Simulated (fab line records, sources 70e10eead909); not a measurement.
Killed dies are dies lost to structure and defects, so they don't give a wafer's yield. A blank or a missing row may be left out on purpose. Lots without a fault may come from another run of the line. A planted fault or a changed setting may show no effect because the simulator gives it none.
Which tool did it? | flow nand_harc | 13 lots, 39 wafers sampled, at 5 steps of a route of 1302

WHAT THE GAUGES READ, wafer by wafer
NHARC_END_SORT_01.
lot  | measured     | on        | defect_limited_yield (%) | killed_at_array | killed_at_other | killed_at_periphery | killed_dies | killed_open | killed_short
L703 | day 24 14:05 | prober-01 | 90.0 92.5 91.1           | 59 46 46        | 0 1 1           | 9 4 13              | 68 51 60    | 4 1 6       | 2 1 3
L704 | day 25 09:58 | prober-01 | 95.9 95.3 95.3           | 26 29 26        | 0 1 1           | 2 2 5               | 28 32 32    | 4 1 2       | 0 3 0
L705 | day 25 04:16 | prober-02 | 84.8 86.6 85.8           | 97 86 93        | 4 0 0           | 2 5 3               | 103 91 96   | 5 3 4       | 4 1 4
L708 | day 26 15:25 | prober-02 | 88.3 90.5 89.5           | 72 56 63        | 0 1 2           | 7 7 6               | 79 64 71    | 2 9 9       | 3 1 5
L709 | day 27 21:47 | prober-02 | 92.3 90.5 90.5           | 51 62 64        | 0 0 0           | 1 2 0               | 52 64 64    | 2 4 2       | 4 3 4
L714 | day 29 12:00 | prober-01 | 0 0 0                    | 38 36 41        | 0 0 0           | 639 641 636         | 677 677 677 | 2 6 5       | 0 3 2
L715 | day 29 20:11 | prober-01 | 0 0 0                    | 57 61 59        | 2 0 2           | 618 616 616         | 677 677 677 | 5 3 3       | 3 1 1
L720 | day 30 22:01 | prober-01 | 94.7 94.4 95.6           | 32 29 23        | 2 5 2           | 2 4 5               | 36 38 30    | 3 7 7       | 3 1 5
L721 | day 31 23:44 | prober-01 | 89.5 92.0 92.5           | 62 49 46        | 1 1 0           | 8 4 5               | 71 54 51    | 5 2 5       | 3 3 0
L722 | day 31 22:58 | prober-02 | 90.8 87.9 89.2           | 61 78 68        | 0 0 0           | 1 4 5               | 62 82 73    | 7 4 1       | 2 1 5
L723 | day 32 21:01 | prober-02 | 88.3 88.3 87.6           | 78 76 80        | 0 0 0           | 1 3 4               | 79 79 84    | 4 6 2       | 1 2 4
L724 | day 32 18:44 | prober-01 | 89.4 92.3 91.4           | 67 48 52        | 1 1 1           | 4 3 5               | 72 52 58    | 5 1 2       | 2 1 4
L726 | day 33 04:50 | prober-02 | 88.9 88.9 87.0           | 69 75 79        | 0 0 0           | 6 0 9               | 75 75 88    | 2 2 3       | 7 6 1

WHICH TOOL RAN EACH LOT (tool, then ch and the chambers of the sampled wafers, then the start)
lot  | NHARC_P_M2_DEP_33               | NHARC_P_BONDPAD_DEP_00                     | NHARC_P_BONDPAD_ETCH_24            | NHARC_P_BONDPAD_DEGAS_25
L703 | pecvd-02 ch 0,1,2, day 6 13:08  | pecvd-04 ch 1,2, day 6 13:36               | rie_diel-09 ch 1,2,3, day 6 15:32  | pvd_sputter-03, day 6 15:56
L704 | pecvd-01 ch 0,1,2, day 7 03:26  | pecvd-04 ch 0,2, day 7 03:56               | rie_diel-12 ch 0,1,3, day 7 06:11  | pvd_sputter-03, day 7 06:34
L705 | pecvd-02 ch 0,1, day 7 06:13    | pecvd-01 ch 0,2, day 7 06:43               | rie_diel-12 ch 1,3, day 7 08:28    | pvd_sputter-03, day 7 08:52
L708 | pecvd-04 ch 0,1, day 8 13:03    | pecvd-01 ch 0,2, day 8 13:22               | rie_diel-01 ch 0,3, day 8 15:14    | pvd_sputter-01, day 8 15:38
L709 | pecvd-02 ch 1,2, day 9 00:20    | pecvd-02 ch 0,1,2, day 9 02:53 or earlier  | rie_diel-09 ch 0,2,3, day 9 02:53  | pvd_sputter-03, day 9 03:17
L714 | pecvd-01 ch 0,1, day 11 02:48   | pecvd-01 ch 0,1,2, day 11 05:13 or earlier | rie_diel-09 ch 1,2,3, day 11 05:13 | pvd_sputter-03, day 11 05:37
L715 | pecvd-02 ch 1,2, day 11 15:31   | pecvd-04 ch 0,1, day 11 15:56              | rie_diel-09 ch 0,2,3, day 11 17:55 | pvd_sputter-02, day 11 18:18
L720 | pecvd-02 ch 1,2, day 13 11:09   | pecvd-02 ch 0,2, day 13 13:25 or earlier   | rie_diel-09 ch 0,1,3, day 13 13:25 | pvd_sputter-01, day 13 13:49
L721 | pecvd-02 ch 1,2, day 13 23:39   | pecvd-04 ch 1,2, day 14 00:02              | rie_diel-09 ch 1,2,3, day 14 01:55 | pvd_sputter-03, day 14 02:19
L722 | pecvd-04 ch 0,1,2, day 14 10:33 | pecvd-04 ch 0,1,2, day 14 12:55 or earlier | rie_diel-01 ch 0,2, day 14 12:55   | pvd_sputter-01, day 14 13:20
L723 | pecvd-01 ch 0,1,2, day 14 17:14 | pecvd-04 ch 1,2, day 14 17:38              | rie_diel-09 ch 0,1,2, day 14 19:45 | pvd_sputter-02, day 14 20:08
L724 | pecvd-02 ch 1,2, day 15 06:12   | pecvd-04 ch 0,1,2, day 15 06:37            | rie_diel-12 ch 0,1,2, day 15 08:28 | pvd_sputter-02, day 15 08:52
L726 | pecvd-04 ch 0,1,2, day 15 23:01 | pecvd-02 ch 0,1, day 15 23:26              | rie_diel-09 ch 0,1,2, day 16 01:17 | pvd_sputter-02, day 16 01:41
- NHARC_P_M2_DEP_33: deposits SiCN, target thk 30 nm.
- NHARC_P_BONDPAD_DEP_00: deposits SiCN, target thk 250 nm.
- NHARC_P_BONDPAD_ETCH_24: etches the open film in CF4/N2, target depth 30 nm, time 72.99 s.
- NHARC_P_BONDPAD_DEGAS_25: time 60 s.

WHAT THE TOOLS THEMSELVES READ (means of the sampled wafers that have a number; where no wafer has one, the mark that the record gives instead)
NHARC_P_M2_DEP_33.
lot  | tool     | heater_power_w (W)
L703 | pecvd-02 | 583
L704 | pecvd-01 | 586
L705 | pecvd-02 | 587
L708 | pecvd-04 | 650
L709 | pecvd-02 | 608
L714 | pecvd-01 | 526
L715 | pecvd-02 | 647
L720 | pecvd-02 | 614
L721 | pecvd-02 | 642
L722 | pecvd-04 | 609
L723 | pecvd-01 | 592
L724 | pecvd-02 | 599
L726 | pecvd-04 | 638

NHARC_P_BONDPAD_DEP_00.
lot  | tool     | heater_power_w (W)
L703 | pecvd-04 | 568
L704 | pecvd-04 | 608
L705 | pecvd-01 | 568
L708 | pecvd-01 | 599
L709 | pecvd-02 | 576
L714 | pecvd-01 | 591
L715 | pecvd-04 | 615
L720 | pecvd-02 | 613
L721 | pecvd-04 | 568
L722 | pecvd-04 | 614
L723 | pecvd-04 | 556
L724 | pecvd-04 | 633
L726 | pecvd-02 | 626

NHARC_P_BONDPAD_ETCH_24.
lot  | tool        | bias_w (W) | cf4_flow_sccm (sccm) | drypump_motor_current_A (A) | oes_product_au (a.u.) | rf_vpp_V (V) | showerhead_plenum_p_Torr (Torr) | throttle_valve_pct (%)
L703 | rie_diel-09 | 100.1      | 50.04                | 6.1                         | 0.990                 | 313.7        | 2.63                            | 19.797
L704 | rie_diel-12 | 100.3      | 50.11                | 5.6                         | 1.001                 | 316.5        | 2.75                            | 19.802
L705 | rie_diel-12 | 99.9       | 49.98                | 5.7                         | 0.997                 | 316.0        | 2.76                            | 19.795
L708 | rie_diel-01 | 99.9       | 49.98                | 5.8                         | 1.003                 | 311.5        | 2.50                            | 19.796
L709 | rie_diel-09 | 99.8       | 50.03                | 5.7                         | 0.999                 | 313.2        | 2.60                            | 19.799
L714 | rie_diel-09 | -          | -                    | -                           | -                     | -            | -                               | -
L715 | rie_diel-09 | -          | -                    | -                           | -                     | -            | -                               | -
L720 | rie_diel-09 | 99.7       | 49.80                | 5.6                         | 1.004                 | 313.9        | 2.63                            | 19.790
L721 | rie_diel-09 | 100.1      | 50.00                | 6.1                         | 1.002                 | 313.7        | 2.62                            | 19.796
L722 | rie_diel-01 | 100.1      | 50.06                | 5.4                         | 1.001                 | 314.9        | 2.66                            | 19.786
L723 | rie_diel-09 | 99.9       | 49.92                | 5.8                         | 1.011                 | 312.7        | 2.55                            | 19.792
L724 | rie_diel-12 | 99.8       | 49.94                | 5.3                         | 1.007                 | 316.1        | 2.74                            | 19.794
L726 | rie_diel-09 | 100.0      | 50.05                | 5.8                         | 1.013                 | 313.3        | 2.55                            | 19.787

NHARC_P_BONDPAD_DEGAS_25.
lot  | tool           | heater_power_w (W)
L703 | pvd_sputter-03 | 503
L704 | pvd_sputter-03 | 498
L705 | pvd_sputter-03 | 494
L708 | pvd_sputter-01 | 478
L709 | pvd_sputter-03 | 472
L714 | pvd_sputter-03 | 507
L715 | pvd_sputter-02 | 490
L720 | pvd_sputter-01 | 476
L721 | pvd_sputter-03 | 501
L722 | pvd_sputter-01 | 473
L723 | pvd_sputter-02 | 443
L724 | pvd_sputter-02 | 434
L726 | pvd_sputter-02 | 561

THE ANSWER, worked out from the rows above alone
Rule: what is usual is taken from the lots themselves. Put in order of their means at a reading, lots are off if they are a third of the lots or fewer, leave a main group of 4 or more, and stand apart from it by a gap of 3 or more times the standard deviation of the main group's means; of several such gaps the widest counts. A main group whose means are all the same, to the digits that the tables above print for the reading, isn't used. A lot without any number at a reading at which 4 lots or more have one is off too. The other lots that the step has rows for count as sound. The gauges are gone through in route order, then the tools' own readings, and for those a lot's mean is taken as printed above. The first step at which some lot is off is used, and at that step the reading that is off furthest; a lot without a number counts as furthest.
Off: L714, L715, at NHARC_END_SORT_01 (killed_at_periphery). The main group: mean 4.3, standard deviation 2.
A tool fits if, at a process step before that reading, it ran every lot that is off, and no sound lot after the first of them. The gauges at NHARC_END_SORT_01 aren't tried: what is off there is off at NHARC_P_BONDPAD_ETCH_24 too, on other tools, and a gauge's error can't cause that. NHARC_P_BONDPAD_DEP_00 gives no start for some lots, so the hours and the order of its lots are those of NHARC_P_BONDPAD_ETCH_24. None of those tried fits.

WHAT THE SIMULATOR HAD PUT IN
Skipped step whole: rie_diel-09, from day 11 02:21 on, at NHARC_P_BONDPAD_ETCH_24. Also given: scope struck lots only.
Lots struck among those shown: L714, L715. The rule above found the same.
